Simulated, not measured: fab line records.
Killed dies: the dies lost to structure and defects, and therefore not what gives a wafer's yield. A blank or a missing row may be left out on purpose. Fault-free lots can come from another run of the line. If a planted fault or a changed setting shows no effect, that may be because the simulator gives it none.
fab line records	flow n5Finfet
record: lots: 6	wafers: 18	lastDay: 18
route steps=1938 shown MOL_CONTACT_COAG@551 BEOL_M4@1111 PASSIVATION@1936
lots with no fault: from the same line, run without faults
startH: start of the lot's first displayed wafer, in hours after the record's first day	waitH: hours since the lot's step before	" repeats the value in the row above	L1.1+2: several wafers, shown together as one row	- value missing, or start not given	* or withheld: withheld	< > ~ a bound
route shown NAME@n: a module of which the file shows steps, and the number in the route of the first	usual: mean and standard deviation over wafers with no fault	same: alike in all rows	chamber/n: place in a boat	sites: per-site readings	_std_site: the standard deviation of these	_edge_site: mean of outer sites minus mean of inner sites	radiusMm: for every site, how far away it sits from the centre of the wafer	mask NAME#n: copy n	behind: the last tool/chamber to shape the wafer	hold: the reason the lot was held/the length of the hold in hours/how it ended	device: names the non-switching transistor (n, p or np)	end of line: tests of these same wafers at the route's end	a step with no rows: only its recipe	killed: dies that structure and defects cost at the first sort, which is not the same as the wafer's yield	map: shows each die of a wafer: x if killed, . if not, _ if none is there
set.NAME: setting as actually run; set.NAME@STEP: the setting as run at that earlier step	model.NAME: the simulator's own value behind a step, which no gauge read
lots seen at some steps along the route; tables by step, rows by wafer
services: a tool's chamber out of use, with start hour (startH, from the record's first day; less than 0 if before it), hours out, and reason
== steps ==
step: N5_MOL_CONTACT_COAG_SPUTTER_130
recipe: material: Co	targetThkA: 475	tempC: 25	chamberPressurePa: 0.5	powerW: 3000
usual: throttleValvePct: 30.0/0.75
lot.wafer	tool	chamber	startH	waitH	throttleValvePct
L515.3	pvdSputter-02	-	123.76	0.0	29.6
L515.4	"	-	"	"	30.8
L515.6	"	-	"	"	31.0
L516.2	pvdSputter-03	-	132.97	0.0	28.8
L516.3	"	-	"	"	30.0
L516.6	"	-	"	"	30.9
L528.4	pvdSputter-03	-	216.85	0.0	28.7
L528.5	"	-	"	"	30.1
L528.6	"	-	"	"	28.9
L530.1	pvdSputter-03	-	219.63	0.0	29.7
L530.2	"	-	"	"	28.9
L530.4	"	-	"	"	30.9
L532.2	pvdSputter-02	-	226.77	0.0	29.6
L532.3	"	-	"	"	30.8
L532.6	"	-	"	"	30.6
L533.2	pvdSputter-02	-	231.07	0.0	29.9
L533.4	"	-	"	"	30.8
L533.5	"	-	"	"	30.5
step: N5_MOL_CONTACT_COAG_PRECLEAN_125
recipe: chemistry: DIW	timeS: 57.5	tempC: 23
step: N5_MOL_CONTACT_COAG_SRD_126
recipe: dryTimeS: 32	dry: n2Spin	spinRpm: 1500
step: N5_MOL_CONTACT_COAG_CMP_23
recipe: stopOn: SiO2	tOverpolishS: 1.5	postCmpClean: cuAlkaline	downForcePsi: 2	platenRpm: 50.289	padVelocityMS: 1.0006	targetThkNm: 0
usual: edgeZonePressureFrac: 1.000/0.0049	motorCurrentA: 8.2/0.73	overpolishRunS: 1.500/0.0079	retainingRingPressureFrac: 1.000/0.005	slurryFlowMlMin: 150.0/0.39	timeToEndpointS: 10.0/2.4
lot.wafer	tool	chamber	startH	waitH	edgeZonePressureFrac	motorCurrentA	overpolishRunS	retainingRingPressureFrac	slurryFlowMlMin	timeToEndpointS
L515.4	cmp-03	2	123.94	0.0	1.002	9.5	1.500	0.995	149.5	8.1
L515.3	"	0	"	"	0.998	8.6	1.502	1.005	149.7	12.9
L515.6	"	2	"	"	1.005	9.6	1.506	0.996	149.0	8.0
L516.2	cmp-03	0	133.15	0.0	1.004	8.1	1.511	1.000	149.7	12.3
L516.3	"	1	"	"	0.999	7.3	1.505	1.011	149.2	9.1
L516.6	"	0	"	"	0.996	8.5	1.507	1.007	150.0	11.3
L528.4	cmp-03	0	217.03	0.0	0.996	8.3	1.518	0.999	150.3	12.6
L528.5	"	0	"	"	0.994	8.7	1.507	1.003	149.9	13.7
L528.6	"	1	"	"	1.006	6.9	1.505	1.005	149.9	11.3
L530.1	cmp-04	3	219.85	0.1	0.998	8.3	1.495	1.009	150.8	6.7
L530.2	"	0	"	"	0.998	7.8	1.481	1.004	149.8	6.8
L530.4	"	1	"	"	1.000	8.0	1.500	0.998	150.1	8.1
L532.2	cmp-04	2	227.03	0.1	1.005	8.8	1.500	0.997	150.4	8.2
L532.3	"	3	"	"	1.002	8.5	1.496	0.994	150.3	10.9
L532.6	"	0	"	"	1.006	7.3	1.495	0.995	150.4	9.8
L533.2	cmp-04	3	231.25	0.0	1.004	8.3	1.501	1.006	150.4	9.5
L533.4	"	0	"	"	0.993	6.9	1.503	1.000	150.2	10.7
L533.5	"	0	"	"	1.000	7.7	1.501	0.994	149.9	10.3
step: N5_MOL_CONTACT_COAG_WET_ETCH_26
recipe: target: Co	targetDepthNm: 13
step: N5_MOL_CONTACT_COAG_WET_ETCH_116
recipe: chemistry: SC1-inhibited	targetDepthNm: 4.6	dry: ipaMarangoni	rinseTimeS: 30	rinseTempC: 23
step: N5_MOL_CONTACT_COAG_ALD_27
recipe: material: SiOC	targetThkA: 170	tempC: 400	aldPrecursorFamily: carbosiloxane	aldCoReactant: H2-plasma	pulseTimeS: 1.5	timeS: 2720	purgeTimeS: 2	coReactantPurgeTimeS: 2	aldCycles: 340	pressureTorr: 2
usual: heaterPowerW: 767/61	precursorPulseHeightRel: 0.997/0.021
lot.wafer	tool	chamber	startH	waitH	heaterPowerW	precursorPulseHeightRel
L515.3	aldSin-01	0	125.08	0.3	692	1.028
L515.4	"	3	"	"	893	0.993
L515.6	"	2	"	"	854	0.981
L516.2	aldSin-01	3	133.97	0.0	888	0.986
L516.3	"	1	"	"	852	1.006
L516.6	"	3	"	"	907	0.963
L528.4	aldSin-02	0	217.86	0.0	771	1.036
L528.5	"	1	"	"	730	0.967
L528.6	"	0	"	"	778	0.980
L530.1	aldSin-02	0	220.64	0.0	771	0.975
L530.2	"	2	"	"	727	1.016
L530.4	"	1	"	"	738	1.025
L532.2	aldSin-02	2	227.86	0.1	710	0.986
L532.3	"	3	"	"	777	1.011
L532.6	"	2	"	"	726	1.010
L533.2	aldSin-02	1	232.07	0.0	739	0.966
L533.4	"	3	"	"	764	1.006
L533.5	"	1	"	"	719	1.022
step: N5_MOL_CONTACT_COAG_CMP_28
recipe: stopOn: SiNx	tOverpolishS: 0.85	postCmpClean: alkalineBrush	downForcePsi: 4.15	platenRpm: 51.8	padVelocityMS: 1.0307	targetThkNm: 14.522
step: N5_MOL_CONTACT_COAG_THK_MEAS_29
recipe: reads: SiNx_of_GATE_CUT_PECVD_57+SiNx_of_GATE_CUT_SAC_CAP_01
usual: MD_CAP_THK: 17.92/0.08
lot.wafer	tool	chamber	startH	waitH	MD_CAP_THK[nm]
L515.3	filmMetro-02	-	126.94	-	17.78
L515.4	"	-	"	"	17.88
L515.6	"	-	"	"	18.00
L516.2	filmMetro-01	-	135.95	-	17.96
L516.3	"	-	"	"	18.00
L516.6	"	-	"	"	17.87
L528.4	filmMetro-01	-	219.89	-	17.90
L528.5	"	-	"	"	18.05
L528.6	"	-	"	"	17.95
L530.1	filmMetro-01	-	222.50	-	17.78
L530.2	"	-	"	"	17.87
L530.4	"	-	"	"	17.84
L532.2	filmMetro-01	-	229.72	-	17.90
L532.3	"	-	"	"	18.13
L532.6	"	-	"	"	17.89
L533.2	filmMetro-02	-	233.94	-	18.04
L533.4	"	-	"	"	18.02
L533.5	"	-	"	"	18.09
step: N5_MOL_CONTACT_COAG_ALD_123
recipe: material: SiNx	targetThkA: 50	tempC: 400	aldPrecursorFamily: SiH2I2	aldCoReactant: N2/H2-plasma	pulseTimeS: 1	purgeTimeS: 2	coReactantPurgeTimeS: 2	aldCycles: 100	pressureTorr: 2
usual: heaterPowerW: 779/73	precursorPulseHeightRel: 1.002/0.02
lot.wafer	tool	chamber	startH	waitH	heaterPowerW	precursorPulseHeightRel
L515.3	aldSin-01	1	126.98	0.0	851	1.008
L515.4	"	2	"	"	883	1.030
L515.6	"	3	"	"	929	0.987
L516.2	aldSin-01	1	136.20	0.2	846	1.020
L516.3	"	0	"	"	698	1.023
L516.6	"	2	"	"	860	0.990
L528.4	aldSin-02	3	219.92	0.0	749	0.964
L528.5	"	1	"	"	742	1.053
L528.6	"	0	"	"	764	1.012
L530.1	aldSin-04	2	222.54	0.0	774	1.025
L530.2	"	0	"	"	641	0.987
L530.4	"	3	"	"	798	0.989
L532.2	aldSin-02	1	229.75	0.0	734	0.992
L532.3	"	0	"	"	781	1.004
L532.6	"	0	"	"	771	0.995
L533.2	aldSin-01	1	234.06	0.1	853	0.977
L533.4	"	0	"	"	733	0.980
L533.5	"	1	"	"	819	1.003
step: N5_MOL_CONTACT_COAG_PECVD_31
recipe: material: SiO2	targetThkA: 460	tempC: 400	precursor: TEOS/O2	pressureTorr: 6.5	rfW: withheld	teosFlowSccm: withheld	gas: O2	flowSccm: 2650	timeS: 8.9
lot.wafer	tool	chamber	startH	waitH
L515.3+4+6	pecvd-04	0,0,1	127.48	0.3
L516.2+3+6	pecvd-01	0,1,0	136.70	0.3
L528.4+5+6	pecvd-01	2,1,0	220.46	0.3
L530.1+2+4	pecvd-03	1,0,0	223.04	0.3
L532.2+3+6	pecvd-01	2,1,1	230.26	0.3
L533.2+4+5	pecvd-03	0,0,1	234.56	0.3
step: N5_MOL_CONTACT_COAG_COAT_75
recipe: resist: SOC	tempC: 250	timeS: 60	spinRpm: 1500	resistThkNm: 60
step: N5_MOL_CONTACT_COAG_COAT_76
recipe: resist: SiARC	tempC: 220	timeS: 60	spinRpm: 1500	resistThkNm: 10
step: N5_MOL_CONTACT_COAG_COAT_77
recipe: resist: underlayer	tempC: 205	timeS: 60	spinRpm: 1500	resistThkNm: 10
step: N5_MOL_CONTACT_COAG_COAT_78
recipe: resist: CAR-EUV	spinRpm: 1500	resistThkNm: 40
step: N5_MOL_CONTACT_COAG_EBR_80
recipe: solvent: PGMEA	ebrWidthMm: 1.5
step: N5_MOL_CONTACT_COAG_SOFTBAKE_79
recipe: tempC: 110	timeS: 60	resist: CAR-EUV
step: N5_MOL_CONTACT_COAG_EXPOSE_81
recipe: maskId: VG	na: 0.33	sourceShape: annular	sigmaInner: 0.3	sigmaOuter: 0.7	polarization: unpolarized	defocusNm: 0	doseMj: 59.5
step: N5_MOL_CONTACT_COAG_PEB_82
recipe: pebTempC: 100	pebTimeS: 60	resist: CAR-EUV
step: N5_MOL_CONTACT_COAG_DEVELOP_83
recipe: developTimeS: 30	developer: TMAH	resist: CAR-EUV	rinseLiquid: surfactantRinse	dry: airSpin	devTempC: 23
step: N5_MOL_CONTACT_COAG_CD_MEAS_84
recipe: targetCdNm: 25.1	landingEnergyEv: 500	detector: seInlens	polarity: opening
usual: cdNm: 25.06/0.23
lot.wafer	tool	chamber	startH	waitH	cdNm
L515.3	cdSem-03	0	127.95	-	25.54
L515.4	"	0	"	"	24.95
L515.6	"	0	"	"	25.24
L516.2	cdSem-01	0	137.16	-	25.26
L516.3	"	0	"	"	24.93
L516.6	"	0	"	"	25.22
L528.4	cdSem-02	0	220.91	-	24.99
L528.5	"	0	"	"	24.96
L528.6	"	0	"	"	25.43
L530.1	cdSem-02	0	223.38	-	24.73
L530.2	"	0	"	"	25.18
L530.4	"	0	"	"	25.34
L532.2	cdSem-02	0	230.60	-	24.83
L532.3	"	0	"	"	24.94
L532.6	"	0	"	"	24.94
L533.2	cdSem-01	0	234.92	-	25.13
L533.4	"	0	"	"	24.99
L533.5	"	0	"	"	25.33
step: N5_MOL_CONTACT_COAG_OVL_MEAS_85
recipe: pointsPerWafer: 522
usual: VG_OVL: 0.4/0.71
lot.wafer	tool	chamber	startH	waitH	VG_OVL[nm]
L515.3	overlay-02	0	127.99	0.0	1.2
L515.4	"	0	"	"	0.8
L515.6	"	0	"	"	0.4
L516.2	overlay-02	0	137.20	0.0	1.2
L516.3	"	0	"	"	-0.7
L516.6	"	0	"	"	0.0
L528.4	overlay-02	0	220.96	0.0	-0.7
L528.5	"	0	"	"	-1.1
L528.6	"	0	"	"	0.3
L530.1	overlay-02	0	223.41	0.0	0.6
L530.2	"	0	"	"	0.2
L530.4	"	0	"	"	0.9
L532.2	overlay-01	0	230.63	0.0	0.6
L532.3	"	0	"	"	0.3
L532.6	"	0	"	"	-0.2
L533.2	overlay-01	0	234.96	0.0	-0.7
L533.4	"	0	"	"	-0.6
L533.5	"	0	"	"	0.4
step: N5_MOL_CONTACT_COAG_INSPECT_57
recipe: mode: adi	inspectInstrument: brightfield
usual: rawDefectCount: 207/60
lot.wafer	tool	chamber	startH	waitH	rawDefectCount
L515.3	defectInspect-01	-	128.03	0.0	221
L515.4	"	-	"	"	147
L515.6	"	-	"	"	258
L516.2	defectInspect-01	-	137.25	0.0	202
L516.3	"	-	"	"	206
L516.6	"	-	"	"	245
L528.4	defectInspect-01	-	221.00	0.0	1128
L528.5	"	-	"	"	149
L528.6	"	-	"	"	208
L530.1	defectInspect-02	-	223.47	0.1	148
L530.2	"	-	"	"	198
L530.4	"	-	"	"	107
L532.2	defectInspect-02	-	230.68	0.0	1012
L532.3	"	-	"	"	329
L532.6	"	-	"	"	176
L533.2	defectInspect-02	-	235.02	0.1	199
L533.4	"	-	"	"	343
L533.5	"	-	"	"	231
step: N5_MOL_CONTACT_COAG_DESCUM_88
recipe: chemistry: O2	timeS: 7	sourcePowerW: 50	biasPowerW: 20	pressureMtorr: 20	rfFrequencyHz: 2.712e+07	tempC: 40	resist: CAR-EUV	o2FlowSccm: 225
usual: drypumpMotorCurrentA: 5.7/0.43	oesProductAu: 0.82/0.091	rfVppV: 243.6/1.4	showerheadPlenumPTorr: 2.11/0.073	throttleValvePct: 20.31/0.18
lot.wafer	tool	chamber	startH	waitH	drypumpMotorCurrentA	oesProductAu	rfHoursCounterH	rfVppV	showerheadPlenumPTorr	throttleValvePct
L515.3	rieDiel-05	2	128.08	0.0	6.5	0.71	223	244.0	2.15	20.69
L515.4	"	0	"	"	5.8	0.95	9	242.0	2.04	20.22
L515.6	"	3	"	"	5.2	0.93	-	245.1	2.22	20.23
L516.2	rieDiel-02	0	137.34	0.1	5.8	0.73	174	240.2	2.00	20.35
L516.3	"	1	"	"	5.2	0.89	39	244.3	2.13	20.24
L516.6	"	0	"	"	5.8	0.73	-	242.1	2.00	20.31
L528.4	rieDiel-05	1	221.05	0.0	5.6	0.83	-	242.1	2.03	20.47
L528.5	"	3	"	"	5.2	0.86	-	245.1	2.21	20.27
L528.6	"	0	"	"	5.7	0.87	-	242.0	2.03	20.25
L530.1	rieDiel-05	3	223.50	0.0	5.2	0.86	51	245.8	2.21	20.26
L530.2	"	1	"	"	5.6	0.83	62	244.3	2.03	20.47
L530.4	"	1	"	"	5.6	0.82	-	242.4	2.03	20.47
L532.2	rieDiel-02	1	230.90	0.2	5.3	0.83	74	242.8	2.12	20.26
L532.3	"	2	"	"	6.2	0.79	96	245.3	2.20	20.28
L532.6	"	3	"	"	5.7	0.88	-	243.5	2.13	20.04
L533.2	rieDiel-02	3	235.05	0.0	5.7	0.87	35	245.8	2.13	20.05
L533.4	"	1	"	"	5.2	0.82	75	244.9	2.12	20.28
L533.5	"	1	"	"	5.2	0.82	-	244.2	2.12	20.28
step: N5_BEOL_M4_RC_MEAS_101
usual: DIBL_N: 36.2/1.6	DIBL_P: 36.5/1.9	IOFF_N: 0.158/0.027	IOFF_P: 0.21/0.038	ION_N: 675/12	ION_P: 464/8.9	SS_N: 71.5/0.61	SS_P: 73.4/0.59	VT_N: 250.4/3	VT_P: -250/3.6
lot.wafer	tool	chamber	startH	waitH	DIBL_N[mV/V]	DIBL_P[mV/V]	IOFF_N[nA/um]	IOFF_P[nA/um]	ION_N[uA/um]	ION_P[uA/um]	SS_N[mV/dec]	SS_P[mV/dec]	VT_N[mV]	VT_P[mV]
L515.3	prober-02	0	193.09	0.3	39.2	39.1	0.198	0.24	683	466	71.0	74.4	244.1	-250
L515.4	"	0	"	"	39.0	38.3	0.187	0.23	687	465	71.6	74.2	248.7	-252
L515.6	"	0	"	"	37.2	36.7	0.147	0.21	673	463	71.1	73.5	250.7	-251
L516.2	prober-01	0	202.64	0.2	37.3	36.5	0.153	0.19	673	460	71.3	74.0	252.8	-253
L516.3	"	0	"	"	37.8	37.0	0.168	0.20	680	460	71.9	74.1	250.7	-252
L516.6	"	0	"	"	35.9	34.8	0.128	0.16	661	454	70.8	73.1	255.9	-253
L528.4	prober-01	0	281.71	0.5	37.5	38.3	0.174	0.26	692	475	71.1	74.4	245.8	-245
L528.5	"	0	"	"	37.9	38.2	0.169	0.25	690	481	71.9	73.6	249.3	-247
L528.6	"	0	"	"	35.0	35.0	0.132	0.20	672	461	71.0	72.5	254.3	-248
L530.1	prober-02	0	307.55	0.0	37.6	35.6	0.169	0.23	663	456	72.5	73.1	251.5	-248
L530.2	"	0	"	"	36.5	35.5	0.159	0.23	674	470	72.1	73.5	249.0	-246
L530.4	"	0	"	"	37.8	36.5	0.174	0.24	675	461	72.2	73.8	248.9	-249
L533.2	prober-01	0	313.16	0.2	37.9	38.1	0.188	0.26	677	468	72.0	73.1	250.6	-247
L533.4	"	0	"	"	38.5	39.4	0.212	0.30	686	477	72.1	74.5	246.6	-245
L533.5	"	0	"	"	36.0	36.8	0.159	0.24	672	469	71.3	73.4	250.9	-247
L532.2	prober-02	0	320.73	0.2	32.1	32.0	0.105	0.19	649	463	69.8	72.3	255.3	-249
L532.3	"	0	"	"	34.7	35.8	0.149	0.24	675	474	71.5	73.7	248.6	-242
L532.6	"	0	"	"	35.4	36.2	0.154	0.25	672	472	72.1	73.5	249.7	-245
step: N5_PASSIVATION_PROBE_49
usual: defectLimitedYield: 91.3/1.7	killed_at_M0_to_M3: 33/11	killed_at_M4_up: 14/5.5	killedAtContacts: 13/6.5	killedAtFrontEnd: 39/13	killedAtOther: 3.4/2.9	killedDies: 103/20	killedOnRim: 14/4.3	killedOpen: 69/15	killedShort: 32/8.1	sort_bin_5_function: 5.1/1.1	sort_bin_6_memory: 3.3/0.74	sortNPass: 1077/20	sortYieldPct: 91.3/1.7
same: grossDies: 1180	killedAtBackSide: 0	sort_bin_4_leakage[%]: 0	sort_bin_8_speed[%]: 0
lot.wafer	tool	chamber	startH	waitH	defectLimitedYield[%]	killed_at_M0_to_M3	killed_at_M4_up	killedAtContacts	killedAtFrontEnd	killedAtOther	killedDies	killedOnRim	killedOpen	killedShort	sort_bin_5_function[%]	sort_bin_6_memory[%]	sortNPass	sortYieldPct[%]
L528.4	prober-02	-	393.93	0.2	82.7	34	17	126	24	3	204	29	72	22	11.1	3.7	976	82.7
L532.2	prober-02	-	438.34	0.1	83.4	38	10	126	20	2	196	27	57	19	10.0	3.2	984	83.4
killed by level:class
L528.4 MOL_CONTACT_COAG:unspecified=108 MOL_CONTACT_COAG:geometricParticle:open=13 BEOL_M4:geometricParticle:open=11 STI_FIN_REVEAL:geometricParticle:open=8 BEOL_M3:geometricParticle:open=8 BEOL_M0_SAQP:geometricParticle:open=6 BEOL_M2:geometricParticle:open=6 FIN_SAQP:geometricParticle:open=5
L532.2 MOL_CONTACT_COAG:unspecified=118 BEOL_M3:geometricParticle:open=9 BEOL_M0_SAQP:geometricParticle:short=8 FIN_SAQP:geometricParticle:open=7 BEOL_M1:geometricParticle:open=7 MOL_CONTACT_COAG:geometricParticle:open=6 BEOL_M4:geometricParticle:open=6 STI_FIN_REVEAL:geometricParticle:open=4
map L528.4 (x killed, . not)
_________________.......x....________________
______________.................._____________
___________x...................x...__________
__________.......x..x.......xx.x...._________
________.x.x..x.....................x._______
_______..xx.................x....x.x..x______
______......x.......................x..._____
_____..x.x....x......x.x..x............x.____
____x................x................x...___
___.....................................x..__
___...........x............................__
__...............x......x....x.............._
__.....x...................x..........x....._
_............................................
_............x.x.........x...x......x........
_..........................x.......x..x......
_x.....x.......x.............................
_..........................x.............x...
_........x...x.x...........................x.
_.............x.........x........x...........
_......x.......................xx...xx..x..xx
__.......x.x.........x............x......x.._
__...x.x.x.......x...xx.....x..x..xxx.x....._
___........x....x.....x....x..xxxxxxx......__
___....x................x.x.xxxxxxxxxxx....__
____..............x.......xxxxxxxxxxxxxx..___
_____x...x..............x...xxxxxxxxxxxx.____
______....................xxxxxxxxxxxxxx_____
_______..x...........x...xxxxxxxxxxxxxx______
________.....x..........xxx.xxxxxxxxxx_______
__________...xx............xxxxxxxxx_________
___________x......x.x........xxxxxx__________
______________..............x..x_____________
_________________............________________
map L532.2 (x killed, . not)
_________________..........x.________________
______________..x..............._____________
___________.....x..................__________
__________............x............._________
________.............................._______
_______..............................x.______
______.x.....x......x.........x........._____
_____....................................____
____....................x....x.x..........___
___...............x.............x..........__
___.....x....x..................x..........__
__x..............x.......x.................._
__...............x..................x.....x._
_..................................x.........
_..........x.................................
_........x.x................x............x...
_...x....x........x..............x...........
_.......................x..x.........x.......
_..............x..............x..........xx.x
_.....x........x.......x..................xx.
_...x......................x....xx..x...x....
__...............x..............x..xxx......_
__.................x..........xxxxxx..x....._
___...x..................x.xxx.xxxxxx..x...__
___..x..........x..........xxxxxxxxxxxx....__
____..x.......x..x....x...x.xxxxxxxxxxxx..___
_____....x.............x.x.xxxxxxxxxxxxxx____
______......x............xx.xxxxxxxxxxx._____
_______..x..x............xxxxxxxxxxxxxx______
________.x....x.....x....xxxxxxxxxxxxx_______
__________...............x.xxxxxxxxx_________
___________.................xxxxxxx__________
______________.x...x.....x..xxxx_____________
_________________...........x________________
== services ==
tool	chamber	startH	hours	kind
pvdSputter-03	-	102.99	3.6	repair
aldSin-04	-	112.99	6.1	pm
cmp-03	-	113.38	2.4	repair
pecvd-03	-	114.44	1.2	repair
pecvd-03	2	126.61	6.8	repair
pecvd-04	-	131.68	1.8	repair
pecvd-04	1	140.31	36.2	repair
pecvd-04	-	141.20	28.1	pm
pvdSputter-02	-	151.48	2.4	repair
cmp-04	-	160.14	5.4	pm
aldSin-01	-	178.05	14.0	pm
aldSin-01	0	178.05	14.0	ventCycle
aldSin-01	1	178.05	14.0	ventCycle
aldSin-01	2	178.05	14.0	ventCycle
aldSin-01	3	178.05	14.0	ventCycle
pecvd-04	-	179.66	0.3	repair
pecvd-04	-	187.21	3.8	repair
aldSin-01	0	192.05	-	clean
aldSin-04	-	210.37	2.8	pm
cmp-03	-	218.16	5.0	pm
aldSin-04	-	219.39	0.8	repair
aldSin-01	2	226.88	7.2	repair
cmp-03	-	229.65	4.0	pm
pecvd-04	2	233.59	5.8	repair
== key ==
firstSign: step: N5_MOL_CONTACT_COAG_INSPECT_57	reading: rawDefectCount	direction: up	sigmas: 14	usual: 207	struck: 1070
effect: step: N5_PASSIVATION_PROBE_49	reading: killedAtContacts	direction: up	sigmas: 18	usual: 13	struck: 126
moreKillsBornAt: N5_MOL_CONTACT_COAG_PECVD_31@pecvd-01: 226
metAt N5_MOL_CONTACT_COAG_PECVD_31
struckWafers L528.4,L532.2
fault: kind: chamberParticleSource	tool: pecvd-01	chamber: 2	onsetH: 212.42	steps: N5_MOL_CONTACT_COAG_PECVD_31	ratePerVisitCm2: 1.3781	endH: 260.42
